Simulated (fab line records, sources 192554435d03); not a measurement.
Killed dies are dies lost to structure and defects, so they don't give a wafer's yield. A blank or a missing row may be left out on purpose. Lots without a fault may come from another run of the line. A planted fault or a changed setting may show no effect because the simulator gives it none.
Chamber matching | flow n5_finfet | N5_SDB_CUT_ETCH_26 on rie_si-05: 4 sister chambers
The step etches Si in HBr/Cl2/O2, target depth 129.6 nm, bt time 20 s, time 51.8 s. 8 wafers are shown with their chamber, then 8 later ones without.

WAFERS WITH THEIR CHAMBER
wafer  | chamber | he_backside_leak_sccm (sccm) | oes_product_au (a.u.)
L077.3 | 3       | 2.6                          | 0.969
L077.6 | 2       | 3.5                          | 1.005
L082.1 | 2       | 3.4                          | 1.007
L082.5 | 3       | 2.6                          | 0.972
L092.2 | 0       | 2.3                          | 1.004
L092.4 | 1       | 2.5                          | 1.002
L092.6 | 0       | 2.3                          | 0.999
L094.1 | 1       | 2.5                          | 1.010

WAFERS WITHOUT THEIR CHAMBER
wafer  | he_backside_leak_sccm (sccm) | oes_product_au (a.u.)
L094.2 | 2.3                          | 1.008
L094.4 | 2.6                          | 0.972
L095.4 | 2.3                          | 1.013
L095.5 | 3.1                          | 1.004
L095.6 | 2.5                          | 1.014
L097.2 | 2.5                          | 1.004
L097.3 | 2.6                          | 0.970
L097.6 | 2.3                          | 1.008

WHICH CHAMBER EACH WENT THROUGH
wafer  | from the rows above | in truth
L094.2 | 0                   | 0
L094.4 | 3                   | 3
L095.4 | 0                   | 0
L095.5 | 2                   | 2
L095.6 | 1                   | 1
L097.2 | 1                   | 1
L097.3 | 3                   | 3
L097.6 | 0                   | 0
Placed correctly: 8 of 8. Can't be placed from these rows: 0. Placed wrongly: 0.
How it was worked out, from the rows above alone: a wafer's distance from a chamber is the root of the sum, over the readings, of the square of ((its reading less the chamber's mean) divided by the reading's scatter). The wafer belongs to the nearest chamber; if the next one is less than 2 further off, it can't be placed. A chamber's mean is the mean of its shown wafers. The scatter: the root of (the sum of the squares of (reading less its chamber's mean) over the shown wafers, divided by (wafers less chambers)).
